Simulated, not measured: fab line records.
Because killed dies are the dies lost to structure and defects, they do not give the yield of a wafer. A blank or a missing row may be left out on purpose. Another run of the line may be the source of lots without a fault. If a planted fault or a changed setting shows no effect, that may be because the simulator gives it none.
fab line records -- flow n5-finfet
record: lots: 4, wafers: 12, last-day: 16
route steps=1938 shown STI_FIN_REVEAL@203 DUMMY_GATE@212 SDB@375 BEOL_M4@1111 PASSIVATION@1936
lots with no fault: from the same line, run without faults
start-h: hours from the record's first day to the start of the lot's first wafer shown -- wait-h: how many hours have passed since the lot's step before this one -- " identical to the entry in the row above -- L1.1+2: several wafers, shown together as one row -- - no value, or no start was given -- * or withheld: withheld -- < > ~ a bound
route shown NAME@n: names a module that has steps shown in the file, with the first one's number in the route -- usual: the fault-free wafers' mean and standard deviation -- same: alike in all rows -- chamber/n: place in a boat -- sites: the reading at each site -- _std_site: how widely they spread, as a standard deviation -- _edge_site: mean of outer sites minus mean of inner sites -- radius-mm: for every site, how far away it sits from the centre of the wafer -- mask NAME#n: copy n -- behind: the last tool/chamber to shape the wafer -- hold: why the lot went on hold/how many hours it stayed there/how the hold came to an end -- device: whichever transistor did not switch (one of n, p or np) -- end of line: the route-end tests of the same wafers -- a step given without rows: its recipe and nothing more -- killed: at the first sort, the dies lost to defects and structure; wafer yield is something else -- map: shows each die of a wafer: x if killed, . if not, _ if none is there
set.NAME: the setting as run; set.NAME@STEP: as run at that earlier step -- model.NAME: the simulator's own value behind a step, which no gauge read
certain route steps with their lots: each step a table, each wafer a row
services: a tool's chamber out of use, with start hour (start-h, from the record's first day; less than 0 if before it), hours out, and reason
== steps ==
step: N5_STI_FIN_REVEAL_SRD_21
recipe: dry: ipa-marangoni, time-s: 30, temp-c: 23, rinse-liquid: diw
step: N5_STI_FIN_REVEAL_OXIDATION_33
recipe: chemistry: O2_PLASMA_REMOTE, temp-c: 150, time-s: 20, pressure-mtorr: 1000, source-power-w: 2000, o2-flow-sccm: 3000
step: N5_STI_FIN_REVEAL_CLEAN_19
recipe: chemistry: O3/DIW, temp-c: 25, time-s: 120, o3-ppm: 10
step: N5_STI_FIN_REVEAL_SRD_23
recipe: dry: ipa-marangoni, time-s: 30, temp-c: 23, rinse-liquid: diw
step: N5_STI_FIN_REVEAL_PRECLEAN_18
recipe: chemistry: SC2, time-s: 45, temp-c: 35, mix: 1:1:50
step: N5_STI_FIN_REVEAL_SRD_28
recipe: dry: ipa-marangoni, time-s: 30, temp-c: 23, rinse-liquid: diw
step: N5_DUMMY_GATE_PRECLEAN_00
recipe: chemistry: O3/DIW, time-s: 60, temp-c: 22, o3-ppm: 10
step: N5_DUMMY_GATE_SRD_01
recipe: time-s: 30, temp-c: 23, rinse-liquid: diw, dry: ipa-marangoni
step: N5_DUMMY_GATE_ALD_02
recipe: material: SiO2, target-thk-a: 20, temp-c: 300, ald-precursor-family: BDEAS, ald-co-reactant: O2-plasma, pulse-time-s: 1, pressure-torr: 2
step: N5_DUMMY_GATE_CVD_03
recipe: material: a-Si, target-thk-a: 1500, temp-c: 530, precursor: SiH4, time-s: 8042
same: time-s: 8042
lot.wafer,tool,chamber,start-h,wait-h
L509.2+4+6,lpcvd-01,"1/95,1/104,1/114",37.52,0.1
L522.1+3+5,lpcvd-01,"1/65,1/75,1/84",122.06,0.1
L523.1+4+6,lpcvd-01,"1/90,1/104,1/114",125.71,1.6
L526.1+3+5,lpcvd-02,"1/90,1/100,1/109",140.66,2.0
step: N5_DUMMY_GATE_PRECLEAN_46
recipe: chemistry: DIW, time-s: 89.5, temp-c: 23
step: N5_DUMMY_GATE_SRD_47
recipe: dry-time-s: 32, dry: n2-spin, spin-rpm: 1500
step: N5_DUMMY_GATE_CMP_04
recipe: material: a-Si, post-cmp-clean: alkaline-brush
step: N5_DUMMY_GATE_THK_MEAS_05
usual: thk-nm: 71.6/1.4
lot.wafer,tool,chamber,start-h,wait-h,thk-nm
L509.2,film-metro-02,-,41.50,0.2,71.6
L509.4,film-metro-02,-,41.50,0.2,69.7
L509.6,film-metro-02,-,41.50,0.2,71.5
L522.1,film-metro-01,-,126.03,0.1,53.2
L522.3,film-metro-01,-,126.03,0.1,52.1
L522.5,film-metro-01,-,126.03,0.1,53.4
L523.1,film-metro-01,-,129.69,0.1,49.8
L523.4,film-metro-01,-,129.69,0.1,53.5
L523.6,film-metro-01,-,129.69,0.1,53.1
L526.1,film-metro-01,-,144.67,0.2,69.3
L526.3,film-metro-01,-,144.67,0.2,70.3
L526.5,film-metro-01,-,144.67,0.2,73.6
step: N5_DUMMY_GATE_HM_DEP_06
recipe: material: SiNx, target-thk-a: 800, precursor: DCS/NH3, temp-c: 700, pressure-mtorr: 300, time-s: 5141
step: N5_DUMMY_GATE_PECVD_30
recipe: material: SiO2, target-thk-a: 550, temp-c: 400, precursor: TEOS/O2, pressure-torr: 6.5, rf-w: withheld, teos-flow-sccm: withheld, gas: O2, flow-sccm: 2650, time-s: 10.8
step: N5_DUMMY_GATE_COAT_34
recipe: resist: SOC, temp-c: 250, time-s: 60, spin-rpm: 1500, resist-thk-nm: 60
step: N5_DUMMY_GATE_COAT_35
recipe: resist: SiARC, temp-c: 220, time-s: 60, spin-rpm: 1500, resist-thk-nm: 10
step: N5_DUMMY_GATE_COAT_28
recipe: resist: underlayer, temp-c: 205, time-s: 60, spin-rpm: 1500, resist-thk-nm: 10
step: N5_DUMMY_GATE_COAT_09
recipe: resist: CAR-EUV, spin-rpm: 1500, resist-thk-nm: 30
step: N5_DUMMY_GATE_EBR_11
recipe: solvent: PGMEA, ebr-width-mm: 1.5
step: N5_DUMMY_GATE_SOFTBAKE_10
recipe: temp-c: 110, time-s: 60, resist: CAR-EUV
step: N5_DUMMY_GATE_EXPOSE_12
recipe: mask-id: GATE, na: 0.33, source-shape: annular, sigma-inner: 0.2, sigma-outer: 0.6, polarization: unpolarized, target-cd-nm: 25, dose-mj: 34
step: N5_DUMMY_GATE_PEB_13
recipe: peb-temp-c: 100, peb-time-s: 60, resist: CAR-EUV
step: N5_DUMMY_GATE_DEVELOP_14
recipe: develop-time-s: 30, developer: TMAH, resist: CAR-EUV, rinse-liquid: surfactant-rinse, dry: air-spin, dev-temp-c: 23
step: N5_DUMMY_GATE_DESCUM_20
recipe: chemistry: O2, time-s: 6.2, source-power-w: 50, bias-power-w: 20, pressure-mtorr: 20, rf-frequency-hz: 2.712e+07, temp-c: 40, resist: CAR-EUV, o2-flow-sccm: 225
step: N5_DUMMY_GATE_ETCH_29
recipe: chemistry: N2/H2, target: underlayer, target-depth-a: 130, ion-energy-ev: 200, pressure-mtorr: 30, source-w: 840, bias-w: 150, n2-flow-sccm: 200, h2-flow-sccm: 200
step: N5_DUMMY_GATE_ETCH_36
recipe: chemistry: CF4, target: SiARC, target-depth-a: 130, pressure-mtorr: 40, source-w: 545, bias-w: 36, Ar_flow_sccm: 100, cf4-flow-sccm: 100, ion-energy-ev: 80
step: N5_DUMMY_GATE_ETCH_37
recipe: chemistry: N2/H2, target: SOC, target-depth-a: 600, overetch-a: 300, temp-c: 40, ion-energy-ev: 200, pressure-mtorr: 30, source-w: 840, bias-w: 150, n2-flow-sccm: 200, h2-flow-sccm: 200
step: N5_DUMMY_GATE_STRIP_38
recipe: chemistry: N2/H2, temp-c: 40, n2-flow-sccm: 200, h2-flow-sccm: 200, rf-frequency-hz: 6e+07
step: N5_DUMMY_GATE_STRIP_39
recipe: chemistry: N2/H2, temp-c: 40, n2-flow-sccm: 200, h2-flow-sccm: 200, rf-frequency-hz: 6e+07
step: N5_DUMMY_GATE_TRIM_49
recipe: chemistry: O2, resist: SOC, time-s: 29, target-cd-nm: 14, source-power-w: 300, bias-power-w: 0, O2_flow_sccm: 100, temp-c: 20
step: N5_DUMMY_GATE_STRIP_40
recipe: chemistry: CF4, resist: SiARC, power-w: 300, bias-power-w: 75, pressure-mtorr: 50, cf4-flow-sccm: 150, rf-frequency-hz: 6e+07
step: N5_DUMMY_GATE_ETCH_31
recipe: chemistry: C4F6/O2, target: SiO2, mask-material: SOC, target-depth-a: 825, time-s: 27.5, ion-energy-ev: 250, pressure-mtorr: 30, source-w: 345, bias-w: 185, Ar_flow_sccm: 300, C4F6_flow_sccm: 10, O2_flow_sccm: 10
step: N5_DUMMY_GATE_STRIP_41
recipe: chemistry: O2, power-w: 400, temp-c: 40, pressure-mtorr: 30, rf-frequency-hz: 6e+07, bias-power-w: 0, overash-fraction: 0.3, o2-flow-sccm: 225
step: N5_DUMMY_GATE_ETCH_44
recipe: chemistry: HBr/O2, over-etch-frac: 0.7, target-depth-a: 1275, stop-on: SiO2, ion-energy-ev: 60, bias-w: 20, target: poly-Si, mask-material: SiO2, pressure-mtorr: 20, icp-w: 400, HBr_flow_sccm: 120, O2_flow_sccm: 10
usual: HBr_flow_sccm: 120.0/0.36, drypump-motor-current-A: 5.8/0.44, oes-product-au: 0.727/0.011, rf-fwd-power-W: 397.8/1.5, throttle-valve-pct: 18.49/0.21
lot.wafer,tool,chamber,start-h,wait-h,HBr_flow_sccm,drypump-motor-current-A,oes-product-au,rf-fwd-power-W,rf-hours-counter-h,throttle-valve-pct
L509.2,rie-si-04,0,46.82,0.0,120.0,5.9,0.715,397.8,146,18.95
L509.4,rie-si-04,3,46.82,0.0,119.9,6.1,0.715,398.9,133,18.61
L509.6,rie-si-04,0,46.82,0.0,119.7,5.9,0.715,397.9,-,18.94
L522.1,rie-si-04,3,132.39,0.0,120.7,6.1,0.630,396.5,134,18.59
L522.3,rie-si-04,0,132.39,0.0,120.2,5.9,0.615,397.0,148,18.93
L522.5,rie-si-04,0,132.39,0.0,119.7,5.9,0.632,397.6,-,18.93
L523.1,rie-si-06,0,135.32,0.0,119.9,5.8,0.620,396.9,116,18.67
L523.4,rie-si-06,3,135.32,0.0,119.5,6.8,0.640,397.9,25,18.38
L523.6,rie-si-06,2,135.32,0.0,120.2,5.7,0.628,397.6,-,18.28
L526.1,rie-si-01,0,149.87,0.0,120.2,5.5,0.716,397.9,30,18.54
L526.3,rie-si-01,1,149.87,0.0,119.9,5.2,0.726,399.9,61,18.77
L526.5,rie-si-01,1,149.87,0.0,120.5,5.2,0.753,400.5,-,18.78
step: N5_SDB_THK_MEAS_31
recipe: reads: a-Si_of_DUMMY_GATE_CVD_03
usual: SDB_THK: 63.9/1.4
lot.wafer,tool,chamber,start-h,wait-h,SDB_THK[nm]
L509.2,film-metro-02,-,68.86,-,63.8
L509.4,film-metro-02,-,68.86,-,62.1
L509.6,film-metro-02,-,68.86,-,63.6
L522.1,film-metro-02,-,155.35,-,45.4
L522.3,film-metro-02,-,155.35,-,44.4
L522.5,film-metro-02,-,155.35,-,45.6
L523.1,film-metro-02,-,159.92,-,42.0
L523.4,film-metro-02,-,159.92,-,45.7
L523.6,film-metro-02,-,159.92,-,45.3
L526.1,film-metro-01,-,171.85,-,61.5
L526.3,film-metro-01,-,171.85,-,62.6
L526.5,film-metro-01,-,171.85,-,65.7
step: N5_BEOL_M4_RC_MEAS_101
usual: DIBL_N: 35.4/2.1, DIBL_P: 34.8/2.6, IOFF_N: 0.15/0.037, IOFF_P: 0.19/0.037, ION_N: 677/16, ION_P: 462/9.3, SS_N: 71.4/0.75, SS_P: 72.9/0.77, VT_N: 250/3.7, VT_P: -251/3.5
lot.wafer,tool,chamber,start-h,wait-h,DIBL_N[mV/V],DIBL_P[mV/V],IOFF_N[nA/um],IOFF_P[nA/um],ION_N[uA/um],ION_P[uA/um],SS_N[mV/dec],SS_P[mV/dec],VT_N[mV],VT_P[mV]
L509.2,prober-01,0,183.64,0.2,35.6,34.7,0.15,0.15,657,443,71.1,72.8,250,-256
L509.4,prober-01,0,183.64,0.2,37.5,38.6,0.18,0.20,690,464,71.5,73.8,250,-254
L509.6,prober-01,0,183.64,0.2,35.6,34.8,0.14,0.14,680,450,70.7,72.5,251,-256
L522.1,prober-01,0,252.68,0.0,33.1,30.6,0.10,0.15,659,451,71.0,72.1,258,-251
L522.3,prober-01,0,252.68,0.0,38.2,37.7,0.21,0.27,674,465,71.9,74.2,246,-246
L522.5,prober-01,0,252.68,0.0,35.0,35.3,0.15,0.22,677,465,71.0,73.6,246,-248
L523.1,prober-01,0,255.37,0.0,35.3,35.5,0.14,0.21,649,447,71.5,73.5,253,-249
L523.4,prober-01,0,255.37,0.0,28.8,26.1,0.07,0.10,635,444,69.5,70.5,261,-259
L523.6,prober-01,0,255.37,0.0,32.4,31.9,0.10,0.16,647,452,69.9,72.3,255,-253
L526.1,prober-01,0,269.81,0.0,33.0,32.2,0.12,0.15,667,451,71.0,72.1,253,-254
L526.3,prober-01,0,269.81,0.0,36.1,35.6,0.17,0.19,693,462,71.9,72.9,252,-252
L526.5,prober-01,0,269.81,0.0,34.8,35.3,0.15,0.19,678,465,70.8,73.2,252,-252
step: N5_PASSIVATION_PROBE_49
usual: defect-limited-yield: 90.5/1.7, killed_at_M0_to_M3: 37/12, killed_at_M4_up: 14/5.2, killed-at-contacts: 12/5.9, killed-at-front-end: 45/14, killed-at-other: 3.5/2.8, killed-dies: 112/21, killed-on-rim: 15/4.5, killed-open: 73/15, killed-short: 36/8.9, sort_bin_5_function: 5.6/1.2, sort_bin_6_memory: 3.5/0.68, sort_bin_8_speed: 0.01/0.1, sort-n-pass: 1068/21, sort-yield-pct: 90.5/1.8
same: gross-dies: 1180, killed-at-back-side: 0, sort_bin_4_leakage[%]: 0
lot.wafer,tool,chamber,start-h,wait-h,defect-limited-yield[%],killed_at_M0_to_M3,killed_at_M4_up,killed-at-contacts,killed-at-front-end,killed-at-other,killed-dies,killed-on-rim,killed-open,killed-short,sort_bin_5_function[%],sort_bin_6_memory[%],sort_bin_8_speed[%],sort-n-pass,sort-yield-pct[%]
L523.1,prober-02,-,367.71,0.0,81.9,48,18,6,138,3,213,78,94,48,6.9,4.8,0,967,81.9
L523.4,prober-02,-,367.86,0.2,84.5,51,8,7,116,1,183,64,80,48,5.9,4.7,1.19,983,83.3
L523.6,prober-02,-,367.96,0.3,86.2,38,10,5,108,2,163,50,73,43,6.0,3.5,0,1017,86.2
L522.1,prober-01,-,367.89,0.0,88.4,21,14,7,94,1,137,50,56,31,4.7,2.5,0,1043,88.4
L522.3,prober-01,-,367.99,0.1,87.9,27,22,6,83,5,143,54,61,27,4.7,2.8,0,1037,87.9
L522.5,prober-01,-,368.09,0.2,88.4,32,20,8,77,0,137,42,65,34,4.4,3.2,0,1043,88.4
killed by level:class
L523.1 DUMMY_GATE:area-cvd=70 STI_FIN_REVEAL:geometric-particle:open=24 BEOL_M0_SAQP:geometric-particle:short=15 FIN_SAQP:geometric-particle:open=14 BEOL_M1:geometric-particle:open=13 GATE_CUT:geometric-particle:short=7 BEOL_M0_SAQP:geometric-particle:open=7 BEOL_M4:geometric-particle:open=7
L523.4 DUMMY_GATE:area-cvd=54 STI_FIN_REVEAL:geometric-particle:open=19 FIN_SAQP:geometric-particle:open=13 BEOL_M0_SAQP:geometric-particle:short=13 BEOL_M2:geometric-particle:open=12 BEOL_M0_SAQP:geometric-particle:open=10 GATE_CUT:geometric-particle:short=7 FIN_SAQP:geometric-particle:short=6
L522.1 DUMMY_GATE:area-cvd=45 STI_FIN_REVEAL:geometric-particle:open=13 FIN_SAQP:geometric-particle:open=8 BEOL_M3:geometric-particle:open=7 FIN_SAQP:geometric-particle:short=5 ILD0:geometric-particle:short=5 MOL_CONTACT_COAG:geometric-particle:open=5 BEOL_M1:geometric-particle:open=5
L523.6 DUMMY_GATE:area-cvd=47 STI_FIN_REVEAL:geometric-particle:open=17 FIN_SAQP:geometric-particle:short=11 FIN_SAQP:geometric-particle:open=9 BEOL_M3:geometric-particle:open=9 BEOL_M0_SAQP:geometric-particle:open=8 GATE_CUT:geometric-particle:short=7 GATE_CUT:geometric-particle:open=6
L522.3 DUMMY_GATE:area-cvd=52 FIN_SAQP:geometric-particle:open=10 STI_FIN_REVEAL:geometric-particle:open=9 BEOL_M1:geometric-particle:open=7 BEOL_M4:geometric-particle:open=7 BEOL_M2:geometric-particle:open=6 BEOL_M0_SAQP:geometric-particle:short=4 BEOL_M4:geometric-particle:short=4
L522.5 DUMMY_GATE:area-cvd=36 BEOL_M1:geometric-particle:open=9 BEOL_M4:geometric-particle:open=9 MOL_CONTACT_COAG:geometric-particle:open=8 STI_FIN_REVEAL:geometric-particle:open=7 BEOL_M0_SAQP:geometric-particle:open=7 ILD0:geometric-particle:short=6 FIN_SAQP:geometric-particle:short=5
map L522.3 (x killed, . not)
_________________..x.....xxxx________________
______________xxx...........xx.x_____________
___________x.....x.......xx....xx..__________
__________......................x.xx_________
________x..xx...............x....x..x._______
_______...........x.....x.....x...x....______
______x...........x......x............x._____
_____.xx......x.......x.................x____
____x.......................x.............___
___.x.........x......x..................xxx__
___.........................x....x.........__
__x........xx.............x......x.........._
__..................x............x.......xx._
_xx.xx..........x..........x..............x.x
_x............x...x............x.xx.......xx.
_.....x.......................x..............
_.........x.........x........................
_x.................x........................x
_.........x....x........x............x.......
_x...x..............x...................x....
_.x..............x...........................
__.........x.........x........xx.x.........._
__.........x.x....x.......x.....x......x...._
___..x..............x......................__
___x...x......x.x.x..........x.....x....xxx__
____.x....xx.............................x___
_____.........x.x..x.....x...............____
______.....x......x.........x..........x_____
_______x..........x..................x.______
________.xx..................x...x..x._______
__________x.x......................._________
___________....................x..x__________
______________...x...........x.._____________
_________________...x..x....x________________
map L523.1 (x killed, . not)
_________________x..x.x.xxxx.________________
______________x.x....x.x.x....x._____________
___________xx......................__________
__________xxx.....x..............xx._________
________.x................x........x.._______
_______.x.........x.......x..........xx______
______....xx....x..........x..........x._____
_____x.........x......x.....x.....x...xxx____
____...x....x....x..x..........x.......xx.___
___x.x.....x....x....x..............xx..xxx__
___.x...x............x.x...................__
__x.x..x.....x..x...x.................x..x.x_
__xx............x.....x...xx.......x......x._
_x..........x............x............x....xx
_xx..............x...........xx....x..x....xx
_xx...x..........x...................x......x
_.x.............x...................x.....x..
_.x....x..x.............x.x.....x...........x
_.....................x..............x.....x.
_...x......x..........x..x.x.x.......x.....xx
_x.x...........x.xx....x............x........
__x.x....x..x.......x............x...x.....x_
__x..xx.......................x...........xx_
___x................x.....x...............x__
___..x.........x....x................x.....__
____x....xx.......x...x....xx........x...x___
_____.x..x.....x.......................xx____
______.x................x..............._____
_______xxx........x..x.x........x..xxxx______
________xx.........xx.........x.x..x.x_______
__________x...x...................x._________
___________x..x....xxx......x...x.x__________
______________x...x.x.x..x..x.x._____________
_________________.x.xxxxx..x.________________
== services ==
tool,chamber,start-h,hours,kind
rie-si-04,1,17.06,1.2,repair
rie-si-06,-,30.86,3.4,repair
rie-si-06,-,48.18,0.7,repair
rie-si-04,-,52.54,0.4,repair
lpcvd-01,-,75.64,4.3,pm
rie-si-04,-,98.68,2.8,pm
rie-si-04,2,120.20,5.0,repair
== key ==
first-sign: step: N5_DUMMY_GATE_THK_MEAS_05, reading: thk-nm, direction: down, sigmas: 13, usual: *, struck: *
effect: step: N5_DUMMY_GATE_ETCH_44, reading: oes-product-au, direction: down, sigmas: 8.7, usual: 0.727, struck: 0.628
effect: step: N5_SDB_THK_MEAS_31, reading: SDB_THK, direction: down, sigmas: 13, usual: 63.9, struck: 44.7
effect: step: N5_PASSIVATION_PROBE_49, reading: killed-at-front-end, direction: up, sigmas: 4.1, usual: 45, struck: 103
more-kills-born-at: N5_DUMMY_GATE_CVD_03@lpcvd-01: 304
met-at N5_DUMMY_GATE_CVD_03
struck-wafers L522.1,L522.3,L522.5,L523.1,L523.4,L523.6
onset-between 37.52 122.06
fault: kind: site-profile-drift, tool: lpcvd-01, chamber: 1, onset-h: 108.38, steps: N5_DUMMY_GATE_CVD_03, basis: fraction, max-abs-drift: 0.28697, slope-share-per-hr: 63.771, site-pattern: 0,0,0,0,0,-1,-1,-1,-1
